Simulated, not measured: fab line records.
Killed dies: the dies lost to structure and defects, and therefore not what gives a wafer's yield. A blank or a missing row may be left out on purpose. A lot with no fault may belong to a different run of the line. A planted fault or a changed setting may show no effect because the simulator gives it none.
fab line records / flow nandHarc
record: lots: 5 wafers: 14 lastDay: 24
route steps=1159 shown A_ONON_D1@424
lots untouched by any fault: they come from a run of this same line in which no faults occurred
startH: start of the lot's first displayed wafer, in hours after the record's first day / waitH: hours from the lot's prior step to this one / " the same as in the row above / L1.1+2: several wafers, shown together as one row / - value missing, or start not given / * or withheld: withheld / < > ~ a bound
route shown NAME@n: a module of which the file shows steps, and the number in the route of the first / usual: the fault-free wafers' mean and standard deviation / same: alike in all rows / chamber/n: place in a boat / sites: the reading at each site / _std_site: standard deviation across them / _edge_site: mean of outer sites minus mean of inner sites / radiusMm: for every site, how far away it sits from the centre of the wafer / mask NAME#n: copy n / behind: tool/chamber where the wafer was last shaped / hold: why the lot went on hold/how many hours it stayed there/how the hold came to an end / device: transistor that didn't switch, given as n, p or np / end of line: the tests these same wafers got at the end of their route / for a step that has no rows: nothing shown but its recipe / killed: the dies lost at the first sort to structure and to defects; this is not the yield of the wafer / map: the dies of a wafer, with x for killed, . for not killed, _ for no die there
set.NAME: the run value of the setting; set.NAME@STEP: its run value at that earlier step / model.NAME: the simulator's own value behind a step, which no gauge read
lots at selected steps of the route; one table per step, one row per wafer
services: from which hour (startH, from the record's first day; less than 0 if before it) a tool's chamber was out of use, for how many hours, and why
== steps ==
step: NHARC_A_ONON_D1_DEP_00
recipe: targetThkA: 10000 n2FlowSccm: 2750 n2oFlowSccm: 2000 nh3FlowSccm: 500 sih4FlowSccm: 210 tempC: 400
step: NHARC_A_ONON_D1_THK_MEAS_02
recipe: thkMeasGauge: ellipsometry
usual: thkNm: 998/9.8
lot.wafer=L943.1 tool=filmMetro-02 chamber=- startH=172.25 waitH=- thkNm=1004
lot.wafer=L943.2 tool=filmMetro-02 chamber=- startH=172.25 waitH=- thkNm=1004
lot.wafer=L943.6 tool=filmMetro-02 chamber=- startH=172.25 waitH=- thkNm=1004
lot.wafer=L950.1 tool=filmMetro-02 chamber=- startH=234.35 waitH=- thkNm=978
lot.wafer=L950.2 tool=filmMetro-02 chamber=- startH=234.35 waitH=- thkNm=975
lot.wafer=L950.6 tool=filmMetro-02 chamber=- startH=234.35 waitH=- thkNm=978
lot.wafer=L953.2 tool=filmMetro-02 chamber=- startH=248.25 waitH=- thkNm=1005
lot.wafer=L953.6 tool=filmMetro-02 chamber=- startH=248.25 waitH=- thkNm=1006
lot.wafer=L961.1 tool=filmMetro-01 chamber=- startH=285.14 waitH=- thkNm=995
lot.wafer=L961.3 tool=filmMetro-01 chamber=- startH=285.14 waitH=- thkNm=995
lot.wafer=L961.5 tool=filmMetro-01 chamber=- startH=285.14 waitH=- thkNm=996
lot.wafer=L962.3 tool=filmMetro-02 chamber=- startH=289.04 waitH=- thkNm=1004
lot.wafer=L962.5 tool=filmMetro-02 chamber=- startH=289.04 waitH=- thkNm=1002
lot.wafer=L962.6 tool=filmMetro-02 chamber=- startH=289.04 waitH=- thkNm=1006
step: NHARC_A_ONON_D1_DEP_03
recipe: targetThkA: 10000 n2FlowSccm: 2750 n2oFlowSccm: 2000 nh3FlowSccm: 500 sih4FlowSccm: 210 tempC: 400
step: NHARC_A_ONON_D1_THK_MEAS_05
recipe: thkMeasGauge: ellipsometry
usual: thkNm: 1000/11
lot.wafer=L943.1 tool=filmMetro-01 chamber=- startH=172.81 waitH=- thkNm=972
lot.wafer=L943.2 tool=filmMetro-01 chamber=- startH=172.81 waitH=- thkNm=973
lot.wafer=L943.6 tool=filmMetro-01 chamber=- startH=172.81 waitH=- thkNm=972
lot.wafer=L950.1 tool=filmMetro-02 chamber=- startH=234.93 waitH=- thkNm=1015
lot.wafer=L950.2 tool=filmMetro-02 chamber=- startH=234.93 waitH=- thkNm=1017
lot.wafer=L950.6 tool=filmMetro-02 chamber=- startH=234.93 waitH=- thkNm=1016
lot.wafer=L953.2 tool=filmMetro-01 chamber=- startH=248.82 waitH=- thkNm=1001
lot.wafer=L953.6 tool=filmMetro-01 chamber=- startH=248.82 waitH=- thkNm=1002
lot.wafer=L961.1 tool=filmMetro-02 chamber=- startH=285.70 waitH=- thkNm=1006
lot.wafer=L961.3 tool=filmMetro-02 chamber=- startH=285.70 waitH=- thkNm=1008
lot.wafer=L961.5 tool=filmMetro-02 chamber=- startH=285.70 waitH=- thkNm=1008
lot.wafer=L962.3 tool=filmMetro-02 chamber=- startH=289.61 waitH=- thkNm=985
lot.wafer=L962.5 tool=filmMetro-02 chamber=- startH=289.61 waitH=- thkNm=987
lot.wafer=L962.6 tool=filmMetro-02 chamber=- startH=289.61 waitH=- thkNm=986
step: NHARC_A_ONON_D1_DEP_06
recipe: targetThkA: 10000 n2FlowSccm: 2750 n2oFlowSccm: 2000 nh3FlowSccm: 500 sih4FlowSccm: 210 tempC: 400
step: NHARC_A_ONON_D1_THK_MEAS_08
recipe: thkMeasGauge: ellipsometry
usual: thkNm: 1001/8.5
lot.wafer=L943.1 tool=filmMetro-01 chamber=- startH=173.38 waitH=- thkNm=1015
lot.wafer=L943.2 tool=filmMetro-01 chamber=- startH=173.38 waitH=- thkNm=1017
lot.wafer=L943.6 tool=filmMetro-01 chamber=- startH=173.38 waitH=- thkNm=1014
lot.wafer=L950.1 tool=filmMetro-02 chamber=- startH=235.50 waitH=- thkNm=1002
lot.wafer=L950.2 tool=filmMetro-02 chamber=- startH=235.50 waitH=- thkNm=1002
lot.wafer=L950.6 tool=filmMetro-02 chamber=- startH=235.50 waitH=- thkNm=1002
lot.wafer=L953.2 tool=filmMetro-02 chamber=- startH=249.39 waitH=- thkNm=1004
lot.wafer=L953.6 tool=filmMetro-02 chamber=- startH=249.39 waitH=- thkNm=1002
lot.wafer=L961.1 tool=filmMetro-02 chamber=- startH=286.26 waitH=- thkNm=998
lot.wafer=L961.3 tool=filmMetro-02 chamber=- startH=286.26 waitH=- thkNm=999
lot.wafer=L961.5 tool=filmMetro-02 chamber=- startH=286.26 waitH=- thkNm=999
lot.wafer=L962.3 tool=filmMetro-02 chamber=- startH=290.19 waitH=- thkNm=996
lot.wafer=L962.5 tool=filmMetro-02 chamber=- startH=290.19 waitH=- thkNm=997
lot.wafer=L962.6 tool=filmMetro-02 chamber=- startH=290.19 waitH=- thkNm=996
step: NHARC_A_ONON_D1_DEP_09
recipe: targetThkA: 10000 n2FlowSccm: 2750 n2oFlowSccm: 2000 nh3FlowSccm: 500 sih4FlowSccm: 210 tempC: 400
step: NHARC_A_ONON_D1_THK_MEAS_11
recipe: thkMeasGauge: ellipsometry
usual: thkNm: 1000/9.4
lot.wafer=L943.1 tool=filmMetro-02 chamber=- startH=173.95 waitH=- thkNm=1013
lot.wafer=L943.2 tool=filmMetro-02 chamber=- startH=173.95 waitH=- thkNm=1013
lot.wafer=L943.6 tool=filmMetro-02 chamber=- startH=173.95 waitH=- thkNm=1014
lot.wafer=L950.1 tool=filmMetro-02 chamber=- startH=236.06 waitH=- thkNm=988
lot.wafer=L950.2 tool=filmMetro-02 chamber=- startH=236.06 waitH=- thkNm=988
lot.wafer=L950.6 tool=filmMetro-02 chamber=- startH=236.06 waitH=- thkNm=988
lot.wafer=L953.2 tool=filmMetro-01 chamber=- startH=249.95 waitH=- thkNm=1001
lot.wafer=L953.6 tool=filmMetro-01 chamber=- startH=249.95 waitH=- thkNm=1000
lot.wafer=L961.1 tool=filmMetro-01 chamber=- startH=286.82 waitH=- thkNm=998
lot.wafer=L961.3 tool=filmMetro-01 chamber=- startH=286.82 waitH=- thkNm=998
lot.wafer=L961.5 tool=filmMetro-01 chamber=- startH=286.82 waitH=- thkNm=999
lot.wafer=L962.3 tool=filmMetro-02 chamber=- startH=290.75 waitH=- thkNm=1011
lot.wafer=L962.5 tool=filmMetro-02 chamber=- startH=290.75 waitH=- thkNm=1009
lot.wafer=L962.6 tool=filmMetro-02 chamber=- startH=290.75 waitH=- thkNm=1009
step: NHARC_A_ONON_D1_DEP_12
recipe: targetThkA: 10000 n2FlowSccm: 2750 n2oFlowSccm: 2000 nh3FlowSccm: 500 sih4FlowSccm: 210 tempC: 400
step: NHARC_A_ONON_D1_THK_MEAS_14
recipe: thkMeasGauge: ellipsometry
usual: thkNm: 1000/8.8
lot.wafer=L943.1 tool=filmMetro-02 chamber=- startH=174.52 waitH=- thkNm=990
lot.wafer=L943.2 tool=filmMetro-02 chamber=- startH=174.52 waitH=- thkNm=992
lot.wafer=L943.6 tool=filmMetro-02 chamber=- startH=174.52 waitH=- thkNm=991
lot.wafer=L950.1 tool=filmMetro-02 chamber=- startH=236.64 waitH=- thkNm=1008
lot.wafer=L950.2 tool=filmMetro-02 chamber=- startH=236.64 waitH=- thkNm=1008
lot.wafer=L950.6 tool=filmMetro-02 chamber=- startH=236.64 waitH=- thkNm=1007
lot.wafer=L953.2 tool=filmMetro-02 chamber=- startH=250.52 waitH=- thkNm=998
lot.wafer=L953.6 tool=filmMetro-02 chamber=- startH=250.52 waitH=- thkNm=1000
lot.wafer=L961.1 tool=filmMetro-01 chamber=- startH=287.39 waitH=- thkNm=1015
lot.wafer=L961.3 tool=filmMetro-01 chamber=- startH=287.39 waitH=- thkNm=1013
lot.wafer=L961.5 tool=filmMetro-01 chamber=- startH=287.39 waitH=- thkNm=1013
lot.wafer=L962.3 tool=filmMetro-02 chamber=- startH=291.32 waitH=- thkNm=992
lot.wafer=L962.5 tool=filmMetro-02 chamber=- startH=291.32 waitH=- thkNm=994
lot.wafer=L962.6 tool=filmMetro-02 chamber=- startH=291.32 waitH=- thkNm=994
step: NHARC_A_ONON_D1_ANNEAL_15
recipe: tempC: 750 timeS: 3600
step: NHARC_A_ONON_D1_DEP_16
recipe: targetThkA: 10000 n2FlowSccm: 2750 n2oFlowSccm: 2000 nh3FlowSccm: 500 sih4FlowSccm: 210 tempC: 400
usual: susceptorTempC: 399.98/0.24
lot.wafer=L943.1 tool=pecvdOnon-01 chamber=0 startH=182.10 waitH=0.1 susceptorTempC=399.98
lot.wafer=L943.2 tool=pecvdOnon-01 chamber=0 startH=182.10 waitH=0.1 susceptorTempC=400.20
lot.wafer=L943.6 tool=pecvdOnon-01 chamber=0 startH=182.10 waitH=0.1 susceptorTempC=400.05
lot.wafer=L950.1 tool=pecvdOnon-03 chamber=0 startH=243.27 waitH=0.1 susceptorTempC=399.72
lot.wafer=L950.2 tool=pecvdOnon-03 chamber=0 startH=243.27 waitH=0.1 susceptorTempC=399.85
lot.wafer=L950.6 tool=pecvdOnon-03 chamber=0 startH=243.27 waitH=0.1 susceptorTempC=399.80
lot.wafer=L953.2 tool=pecvdOnon-01 chamber=0 startH=258.72 waitH=0.1 susceptorTempC=400.06
lot.wafer=L953.6 tool=pecvdOnon-01 chamber=0 startH=258.72 waitH=0.1 susceptorTempC=399.88
lot.wafer=L961.1 tool=pecvdOnon-04 chamber=0 startH=293.95 waitH=0.1 susceptorTempC=399.55
lot.wafer=L961.3 tool=pecvdOnon-04 chamber=0 startH=293.95 waitH=0.1 susceptorTempC=399.54
lot.wafer=L961.5 tool=pecvdOnon-04 chamber=0 startH=293.95 waitH=0.1 susceptorTempC=400.02
lot.wafer=L962.3 tool=pecvdOnon-03 chamber=0 startH=297.96 waitH=0.2 susceptorTempC=400.01
lot.wafer=L962.5 tool=pecvdOnon-03 chamber=0 startH=297.96 waitH=0.2 susceptorTempC=399.69
lot.wafer=L962.6 tool=pecvdOnon-03 chamber=0 startH=297.96 waitH=0.2 susceptorTempC=399.73
step: NHARC_A_ONON_D1_THK_MEAS_18
recipe: thkMeasGauge: ellipsometry
usual: thkNm: 1003/11
lot.wafer=L943.1 tool=filmMetro-02 chamber=- startH=182.62 waitH=- thkNm=996
lot.wafer=L943.2 tool=filmMetro-02 chamber=- startH=182.62 waitH=- thkNm=998
lot.wafer=L943.6 tool=filmMetro-02 chamber=- startH=182.62 waitH=- thkNm=996
lot.wafer=L950.1 tool=filmMetro-01 chamber=- startH=243.78 waitH=- thkNm=989
lot.wafer=L950.2 tool=filmMetro-01 chamber=- startH=243.78 waitH=- thkNm=989
lot.wafer=L950.6 tool=filmMetro-01 chamber=- startH=243.78 waitH=- thkNm=989
lot.wafer=L953.2 tool=filmMetro-02 chamber=- startH=259.17 waitH=- thkNm=1095
lot.wafer=L953.6 tool=filmMetro-02 chamber=- startH=259.17 waitH=- thkNm=1003
lot.wafer=L961.1 tool=filmMetro-02 chamber=- startH=294.46 waitH=- thkNm=982
lot.wafer=L961.3 tool=filmMetro-02 chamber=- startH=294.46 waitH=- thkNm=981
lot.wafer=L961.5 tool=filmMetro-02 chamber=- startH=294.46 waitH=- thkNm=979
lot.wafer=L962.3 tool=filmMetro-01 chamber=- startH=298.36 waitH=- thkNm=1001
lot.wafer=L962.5 tool=filmMetro-01 chamber=- startH=298.36 waitH=- thkNm=1001
lot.wafer=L962.6 tool=filmMetro-01 chamber=- startH=298.36 waitH=- thkNm=1000
step: NHARC_A_ONON_D1_DEP_19
recipe: targetThkA: 10000 n2FlowSccm: 2750 n2oFlowSccm: 2000 nh3FlowSccm: 500 sih4FlowSccm: 210 tempC: 400
== services ==
tool=pecvdOnon-01 chamber=- startH=195.00 hours=13.0 kind=pm
tool=pecvdOnon-04 chamber=- startH=237.16 hours=13.0 kind=pm
== key ==
firstSign: step: NHARC_A_ONON_D1_THK_MEAS_18 reading: thkNm direction: up sigmas: 8.6 usual: 1003 struck: 1095
effect none on later readings
metAt NHARC_A_ONON_D1_DEP_16
struckWafers L953.2
sortLeftOut L953.2
testerLeftOut L953
onsetBetween 182.10 258.72
fault: kind: processParameterDrift tool: pecvdOnon-01 chamber: - onsetH: 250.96 steps: NHARC_A_ONON_D1_DEP_16 channel: targetThkA offset: * shape: step endH: 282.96 scope: struckWafersOnly actsIn: * stated: *
testerLeftOut: of these lots the tester's yield and bins aren't shown, on N5 and GAA mostly nor the transistor test; their killed dies are dies lost to structure and defects alone, not to doping, threshold or leakage, so they don't give the yield
sortLeftOut: the simulated sort isn't trusted on such a fault, so these wafers' sort isn't shown, and their yield isn't known
